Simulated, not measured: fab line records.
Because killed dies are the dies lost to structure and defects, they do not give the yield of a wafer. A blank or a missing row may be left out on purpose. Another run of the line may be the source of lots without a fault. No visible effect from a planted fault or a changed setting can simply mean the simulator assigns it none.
Split-lot study -- flow n5_finfet -- 7 lots, 39 wafers read, on a route of 1938 steps

## ON THE SPLIT
At N5_BEOL_M14_ILD_DEP_00 (deposits SiO2 from TEOS/O2, target thk 1119.3 nm, time 237.4 s), the setting time_s was moved away from the recipe's 237.4 s on 12 of the 39 wafers read, by -40.1% to +48.9%. The other wafers ran this setting at the recipe's value.

Between the split and the reading, the file records no step.

## THE READING
M14_ILD_THK (nm), taken at N5_BEOL_M14_THK_MEAS_01. A value of 1125 nm with a standard deviation of 16 nm is what fault-free wafers of this fab line usually give.

wafer,"tool, chamber at the split","time_s as run, s",against the recipe,"M14_ILD_THK, nm",against lot-mates on the recipe
L075.1,"pecvd-04, 0",237.4,recipe,1108,-
L075.2,"pecvd-04, 2",237.4,recipe,1123,-
L075.3,"pecvd-04, 1",237.4,recipe,1103,-
L075.4,"pecvd-04, 0",237.4,recipe,1119,-
L075.5,"pecvd-04, 1",237.4,recipe,1137,-
L075.6,"pecvd-04, 2",237.4,recipe,1139,-
L078.1,"pecvd-01, 2",237.4,recipe,1104,-
L078.4,"pecvd-01, 0",237.4,recipe,1135,-
L078.6,"pecvd-01, 1",237.4,recipe,1123,-
L079.1,"pecvd-01, 1",339.7,+43.1%,1598,+463
L079.2,"pecvd-01, 2",237.4,recipe,1135,-
L079.3,"pecvd-01, 0",339.7,+43.1%,1610,+475
L079.4,"pecvd-01, 0",339.7,+43.1%,1633,+498
L079.5,"pecvd-01, 1",237.4,recipe,1134,-
L079.6,"pecvd-01, 2",237.4,recipe,1137,-
L083.1,"pecvd-03, 2",353.5,+48.9%,1657,+523
L083.2,"pecvd-03, 0",237.4,recipe,1122,-
L083.3,"pecvd-03, 1",353.5,+48.9%,1637,+503
L083.4,"pecvd-03, 1",237.4,recipe,1134,-
L083.5,"pecvd-03, 0",237.4,recipe,1145,-
L083.6,"pecvd-03, 2",353.5,+48.9%,1680,+546
L084.1,"pecvd-03, 1",350,+47.4%,1653,+515
L084.2,"pecvd-03, 2",237.4,recipe,1116,-
L084.3,"pecvd-03, 0",350,+47.4%,1641,+503
L084.4,"pecvd-03, 2",237.4,recipe,1144,-
L084.5,"pecvd-03, 1",237.4,recipe,1153,-
L084.6,"pecvd-03, 0",350,+47.4%,1683,+545
L089.1,"pecvd-03, 0",142.2,-40.1%,669,-457
L089.2,"pecvd-03, 2",142.2,-40.1%,666,-460
L089.3,"pecvd-03, 1",142.2,-40.1%,664,-462
L089.4,"pecvd-03, 2",237.4,recipe,1121,-
L089.5,"pecvd-03, 1",237.4,recipe,1128,-
L089.6,"pecvd-03, 0",237.4,recipe,1130,-
L095.1,"pecvd-04, 1",237.4,recipe,1131,-
L095.2,"pecvd-04, 2",237.4,recipe,1139,-
L095.3,"pecvd-04, 0",237.4,recipe,1135,-
L095.4,"pecvd-04, 0",237.4,recipe,1165,-
L095.5,"pecvd-04, 1",237.4,recipe,1143,-
L095.6,"pecvd-04, 2",237.4,recipe,1153,-

THE FIT
A straight line over all 39 wafers: M14_ILD_THK changes by +11.2 nm for each +1% of time_s; r = +1.00; the points scatter about the line by 16 nm.
The same after taking each lot's own level away (the mean of its wafers on the recipe; 39 wafers): +11.1 nm for each +1%; r = +1.00; scatter 14 nm.
Per that fit: largest time_s move, reading shift of 5.4e+02 nm.
The lots' own levels span 1120.7 to 1144.3 nm, that is 1.5 times the standard deviation above.
Hence the lot-to-lot level has little effect on the slope; both slopes agree.
Check: with one of the wafers moved furthest among these (+48.9%) left out of the fit, the line predicts +540 nm for it against its lot-mates. Against them it came out at +523 nm.

## THE WHOLE CHAIN: every reading that the file lists as answering this split, in the file's order
step,what it does,reading,change (the file's fit),r (the file's)
N5_BEOL_M14_ILD_DEP_00,"deposits SiO2 from TEOS/O2, target thk 1119.3 nm, time 237.4 s","SiO2_of_BEOL_M14_ILD_DEP_00.thk_nm (the simulator's own value, which no gauge read)",+11 nm for each +1% of the setting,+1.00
N5_BEOL_M14_THK_MEAS_01,,M14_ILD_THK,+11 for each +1% of the setting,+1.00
N5_BEOL_M14_VIA_ETCH_16,"etches SiO2 in C4F8/O2/Ar, target depth 1231.3 nm","etch.depth_nm (the simulator's own value, which no gauge read)",+11 nm for each +1% of the setting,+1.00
N5_BEOL_M14_VIA_ETCH_16,"etches SiO2 in C4F8/O2/Ar, target depth 1231.3 nm","coat_of_BEOL_M14_COAT_04.thk_nm (the simulator's own value, which no gauge read)",-2.59 nm for each +1% of the setting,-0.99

## THE FILE'S OWN FIT
M14_ILD_THK changes by +11 nm for each +1% of time_s, r = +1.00.
